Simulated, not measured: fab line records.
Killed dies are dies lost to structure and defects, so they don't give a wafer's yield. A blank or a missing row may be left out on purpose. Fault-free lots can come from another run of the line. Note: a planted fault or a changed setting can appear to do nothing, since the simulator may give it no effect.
fab line records	flow nand_harc
record: lots: 5	wafers: 15	last_day: 24
route steps=1159 shown P_ZERO_WELL@44 END@1159
lots with no fault: from the same line, run without faults
start_h: hours from the record's first day to the start of the lot's first wafer shown	wait_h: time in hours since the lot's previous step	" identical to the entry in the row above	L1.1+2: one row covering several wafers at once	- value missing, or start not given	* or withheld: withheld	< > ~ a bound
route shown NAME@n: names a module that has steps shown in the file, with the first one's number in the route	usual: average and standard deviation across the fault-free wafers	same: alike in all rows	chamber/n: place in a boat	sites: the reading at each site	_std_site: how widely they spread, as a standard deviation	_edge_site: mean of outer sites minus mean of inner sites	radius_mm: for every site, how far away it sits from the centre of the wafer	mask NAME#n: copy n	behind: the last tool/chamber to shape the wafer	hold: what put the lot on hold/how long, in hours/how the hold closed	device: the transistor (n, p or np) that didn't switch	end of line: tests of these same wafers at the route's end	a step with no rows: only its recipe	killed: the dies lost at the first sort to structure and to defects; this is not the yield of the wafer	map: a wafer's dies, x killed, . not, _ none there
set.NAME: the setting the step ran with; set.NAME@STEP: the setting that earlier step ran with	model.NAME: the simulator's own value behind a step, which no gauge read
lots at selected steps of the route; one table per step, one row per wafer
services: a tool's chamber out of use, with start hour (start_h, from the record's first day; less than 0 if before it), hours out, and reason
== steps ==
step: NHARC_P_ZERO_WELL_CD_MEAS_37
recipe: target_cd_nm: 720	landing_energy_ev: 500
usual: cd_nm: 720.1/1.7
lot.wafer	tool	chamber	start_h	wait_h	cd_nm
L566.1	cd_sem-02	0	75.85	-	719.6
L566.3	"	0	"	"	719.3
L566.6	"	0	"	"	721.4
L570.1	cd_sem-01	0	100.26	-	719.0
L570.3	"	0	"	"	718.0
L570.6	"	0	"	"	719.3
L571.1	cd_sem-02	0	106.11	-	718.7
L571.2	"	0	"	"	716.9
L571.5	"	0	"	"	718.9
L578.2	cd_sem-01	0	148.11	-	719.1
L578.4	"	0	"	"	720.6
L578.6	"	0	"	"	714.5
L579.3	cd_sem-02	0	154.26	-	720.9
L579.4	"	0	"	"	722.7
L579.6	"	0	"	"	722.8
step: NHARC_P_ZERO_WELL_HARDBAKE_38
recipe: temp_c: 125	time_s: 80
step: NHARC_P_ZERO_WELL_DESCUM_39
recipe: time_s: 3	o2_flow_sccm: 200	ar_flow_sccm: 0	bias_power_w: 0	chemistry: O2
usual: drypump_motor_current_A: 5.7/0.33	mfc_ar_sccm: 0.009/0.011	oes_product_au: 0.996/0.0088	rf_vpp_V: 57.8/0.95	showerhead_plenum_p_Torr: 1.96/0.08	throttle_valve_pct: 11.311/0.0098
lot.wafer	tool	chamber	start_h	wait_h	drypump_motor_current_A	mfc_ar_sccm	oes_product_au	rf_hours_counter_h	rf_vpp_V	showerhead_plenum_p_Torr	throttle_valve_pct
L566.1	rie_diel-12	2	76.03	-	5.8	0.015	0.993	2	57.1	2.05	11.307
L566.3	"	3	"	"	6.3	0.034	1.002	3	57.9	1.86	11.317
L566.6	"	0	"	"	5.6	0	0.991	-	58.1	1.90	11.309
L570.3	rie_diel-02	1	100.43	-	5.6	0.021	1.019	10	58.4	1.95	11.321
L570.1	"	2	"	"	5.9	0	0.990	9	56.1	1.99	11.322
L570.6	"	0	"	"	6.2	0	0.985	-	58.4	2.00	11.318
L571.2	rie_diel-07	3	106.28	-	5.4	0	0.997	3	56.8	1.82	11.320
L571.1	"	1	"	"	5.2	0.015	0.999	2	57.3	2.06	11.330
L571.5	"	3	"	"	5.4	0	0.988	-	56.7	1.82	11.319
L578.4	rie_diel-07	2	148.27	-	5.4	0	1.000	6	59.0	2.07	11.324
L578.2	"	0	"	"	5.8	0	0.988	5	57.9	1.94	11.322
L578.6	"	2	"	"	5.4	0	0.995	-	59.2	2.07	11.318
L579.3	rie_diel-07	2	154.43	-	5.4	0	0.992	6	58.5	2.07	11.321
L579.4	"	3	"	"	5.4	0	0.985	6	58.9	1.82	11.308
L579.6	"	1	"	"	5.3	0.015	1.006	-	58.3	2.06	11.322
step: NHARC_P_ZERO_WELL_IMPLANT_40
recipe: energy_kev: 300	dose_cm2: 1e+13	tilt_deg: 7
step: NHARC_P_ZERO_WELL_IMPLANT_59
recipe: energy_kev: 120	dose_cm2: 5e+12	tilt_deg: 7
step: NHARC_P_ZERO_WELL_IMPLANT_60
recipe: energy_kev: 30	dose_cm2: 2e+12	tilt_deg: 7
step: NHARC_P_ZERO_WELL_STRIP_41
recipe: time_s: 840	temp_c: 130	chemistry: SPM
step: NHARC_P_ZERO_WELL_DEHYDRATE_44
recipe: temp_c: 150	time_s: 120
step: NHARC_P_ZERO_WELL_HMDS_45
recipe: time_s: 30
step: NHARC_P_ZERO_WELL_COAT_46
recipe: spin_rpm: withheld
step: NHARC_P_ZERO_WELL_SOFTBAKE_47
recipe: temp_c: 122	time_s: 95
step: NHARC_P_ZERO_WELL_EBR_48
step: NHARC_P_ZERO_WELL_EXPOSE_49
recipe: na: 0.6	target_cd_nm: 2000	dose_mj: 22.64	mask_id: P_HVPW
usual: exposure_dose_mJ_cm2: 22.642/0.022
lot.wafer	tool	chamber	start_h	wait_h	mask	exposure_dose_mJ_cm2
L566.1	krf_scanner-01	0	77.21	-	P_HVPW#0	22.668
L566.3	"	0	"	"	P_HVPW#0	22.655
L566.6	"	0	"	"	P_HVPW#0	22.705
L570.1	krf_scanner-04	0	101.63	-	P_HVPW_R1#0	22.637
L570.3	"	0	"	"	P_HVPW_R1#0	22.602
L570.6	"	0	"	"	P_HVPW_R1#0	22.649
L571.1	krf_scanner-03	0	107.63	-	P_HVPW#0	22.675
L571.2	"	0	"	"	P_HVPW#0	22.676
L571.5	"	0	"	"	P_HVPW#0	22.667
L578.2	krf_scanner-04	0	149.48	-	P_HVPW#0	22.673
L578.4	"	0	"	"	P_HVPW#0	22.638
L578.6	"	0	"	"	P_HVPW#0	22.641
L579.3	krf_scanner-01	0	155.75	-	P_HVPW#0	22.659
L579.4	"	0	"	"	P_HVPW#0	22.668
L579.6	"	0	"	"	P_HVPW#0	22.661
step: NHARC_P_ZERO_WELL_PEB_50
recipe: peb_temp_c: 118	peb_time_s: 85
step: NHARC_P_ZERO_WELL_DEVELOP_51
recipe: time_s: 70
step: NHARC_P_ZERO_WELL_CD_MEAS_52
recipe: target_cd_nm: 2000	landing_energy_ev: 500
usual: cd_nm: 1999.3/2.2
lot.wafer	tool	chamber	start_h	wait_h	hold	cd_nm
L566.1	cd_sem-01	0	77.36	-	-	2002.1
L566.3	"	0	"	"	-	2001.2
L566.6	"	0	"	"	-	2000.0
L570.1	cd_sem-01	0	101.79	-	await_dispo/0.2h/release	1914.4
L570.3	"	0	"	"	await_dispo/0.2h/release	1910.3
L570.6	"	0	"	"	await_dispo/0.2h/release	1912.0
L570.1	cd_sem-01	0	-	-	-	1914.4
L570.3	"	0	"	"	-	1910.4
L570.6	"	0	"	"	-	1912.4
L571.1	cd_sem-03	0	107.79	-	-	2003.9
L571.2	"	0	"	"	-	2001.8
L571.5	"	0	"	"	-	2001.8
L578.2	cd_sem-01	0	149.63	-	-	1996.6
L578.4	"	0	"	"	-	1998.0
L578.6	"	0	"	"	-	1997.1
L579.3	cd_sem-01	0	155.90	-	-	2000.0
L579.4	"	0	"	"	-	1997.6
L579.6	"	0	"	"	-	1999.5
step: NHARC_P_ZERO_WELL_DESCUM_54
recipe: time_s: 3	o2_flow_sccm: 200	ar_flow_sccm: 0	bias_power_w: 0	chemistry: O2
usual: drypump_motor_current_A: 5.7/0.35	mfc_ar_sccm: 0.010/0.012	oes_product_au: 0.996/0.0089	rf_vpp_V: 58.0/0.8	showerhead_plenum_p_Torr: 1.97/0.078	throttle_valve_pct: 11.312/0.0088
lot.wafer	tool	chamber	start_h	wait_h	drypump_motor_current_A	mfc_ar_sccm	oes_product_au	rf_hours_counter_h	rf_vpp_V	showerhead_plenum_p_Torr	throttle_valve_pct	model.P_ZERO_WELL.cd_nm
L566.3	rie_diel-02	2	77.53	-	5.9	0	0.994	8	57.8	1.99	11.316	2001
L566.1	"	3	"	"	5.7	0.020	0.989	9	57.6	1.91	11.318	2002
L566.6	"	3	"	"	5.7	0.020	0.984	-	56.6	1.91	11.308	721.5
L570.1	rie_diel-12	0	103.78	-	5.6	0	0.991	5	58.7	1.90	11.317	1914
L570.3	"	1	"	"	5.2	0.006	0.988	6	57.9	2.01	11.324	1911
L570.6	"	2	"	"	5.9	0.015	1.003	-	57.9	2.05	11.309	1911
L571.2	rie_diel-07	2	107.96	-	5.4	0	0.995	3	58.0	2.07	11.309	2001
L571.1	"	3	"	"	5.4	0	0.995	3	58.4	1.82	11.317	2004
L571.5	"	2	"	"	5.4	0	0.997	-	59.3	2.07	11.311	2002
L578.2	rie_diel-02	0	149.79	-	6.2	0	1.007	15	58.0	2.00	11.303	1996
L578.4	"	1	"	"	5.6	0.021	1.025	15	56.7	1.95	11.311	1997
L578.6	"	1	"	"	5.6	0.021	1.014	-	57.8	1.95	11.298	1997
L579.4	rie_diel-07	1	156.05	-	5.3	0.015	1.000	5	58.6	2.06	11.301	1998
L579.3	"	3	"	"	5.4	0	0.993	6	56.9	1.82	11.320	2000
L579.6	"	2	"	"	5.4	0	1.003	-	59.3	2.07	11.330	1999
step: NHARC_P_ZERO_WELL_IMPLANT_55
recipe: energy_kev: 180	dose_cm2: 8e+11	tilt_deg: 7
step: NHARC_END_SORT_01
recipe: temp_c: 25
usual: killed_at_array: 24/8.8	killed_at_other: 0.7/0.99	killed_at_periphery: 3.5/2.6	killed_dies: 28/9.3	killed_open: 3.2/1.7	killed_short: 1.7/1.4
same: gross_dies: 677
lot.wafer	tool	chamber	start_h	wait_h	killed_at_array	killed_at_other	killed_at_periphery	killed_dies	killed_open	killed_short
L571.1	prober-02	0	543.77	2.5	24	0	12	36	2	0
L571.2	prober-02	0	544.57	2.8	20	0	9	29	3	3
L571.5	prober-02	0	546.98	3.7	28	0	6	34	3	3
killed by level:class
L571.1 A_SLIT:chamber_film_flake=13 P_CONTACT:chamber_film_flake=8 P_GATE:chamber_film_flake=4 A_CHANNEL_HOLE_D1:chamber_film_flake=3 A_CONTACT:chamber_film_flake=3 A_CHANNEL_FILL_D1:chamber_film_flake=2 A_SGD_CUT:geometric_particle:open=1 A_BLC:geometric_particle:open=1
L571.2 A_SLIT:chamber_film_flake=8 P_CONTACT:chamber_film_flake=5 A_CHANNEL_HOLE_D1:chamber_film_flake=4 A_CONTACT:chamber_film_flake=3 A_CHANNEL_FILL_D1:chamber_film_flake=2 P_STI:geometric_particle:short=1 P_M1:geometric_particle:open=1 P_M2:geometric_particle:open=1
L571.5 A_SLIT:chamber_film_flake=16 A_CHANNEL_HOLE_D1:chamber_film_flake=5 A_WL_FILL:geometric_particle:short=3 P_CONTACT:chamber_film_flake=2 P_GATE:geometric_particle:open=1 P_M1:geometric_particle:open=1 A_BLC:geometric_particle:open=1 P_GATE:chamber_film_flake=1
== services ==
tool	chamber	start_h	hours	kind
rie_diel-12	2	56.92	9.4	repair
rie_diel-07	0	60.20	-	clean
rie_diel-07	1	60.20	-	clean
rie_diel-07	2	60.20	-	clean
rie_diel-07	3	60.20	-	clean
krf_scanner-01	-	70.29	0.6	repair
krf_scanner-01	-	84.00	4.0	pm
rie_diel-07	0	84.70	-	clean
rie_diel-07	1	84.70	-	clean
rie_diel-07	2	84.70	-	clean
rie_diel-07	3	84.70	-	clean
rie_diel-12	3	85.47	7.1	repair
rie_diel-07	0	109.20	-	clean
rie_diel-07	1	109.20	-	clean
rie_diel-07	2	109.20	-	clean
rie_diel-07	3	109.20	-	clean
krf_scanner-04	-	113.69	1.4	repair
rie_diel-02	2	125.84	5.7	repair
krf_scanner-04	-	126.00	4.0	pm
rie_diel-07	0	133.70	-	clean
rie_diel-07	1	133.70	-	clean
rie_diel-07	2	133.70	-	clean
rie_diel-07	3	133.70	-	clean
rie_diel-02	-	150.70	9.0	pm
== key ==
first_sign: step: NHARC_P_ZERO_WELL_EXPOSE_49	reading: mask	direction: changed
effect: step: NHARC_P_ZERO_WELL_CD_MEAS_52	reading: visit	direction: added
effect: step: NHARC_P_ZERO_WELL_CD_MEAS_52	reading: cd_nm	direction: down	sigmas: 40	usual: 1999.3	struck: 1912.2
model_effect: step: NHARC_P_ZERO_WELL_DESCUM_54	value: P_ZERO_WELL.cd_nm	without: 1998	struck: 1912
met_at NHARC_P_ZERO_WELL_EXPOSE_49
struck_wafers L570.1,L570.3,L570.6
tester_left_out L570
fault: kind: wrong_mask	tool: any	chamber: -	onset_h: 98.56	steps: NHARC_P_ZERO_WELL_EXPOSE_49	aux_copy: P_HVPW_R1#0	cd_offset_nm: -85.888	scope: struck_lots_only
tester_left_out: of these lots the tester's yield and bins aren't shown, on N5 and GAA mostly nor the transistor test; their killed dies are dies lost to structure and defects alone, not to doping, threshold or leakage, so they don't give the yield
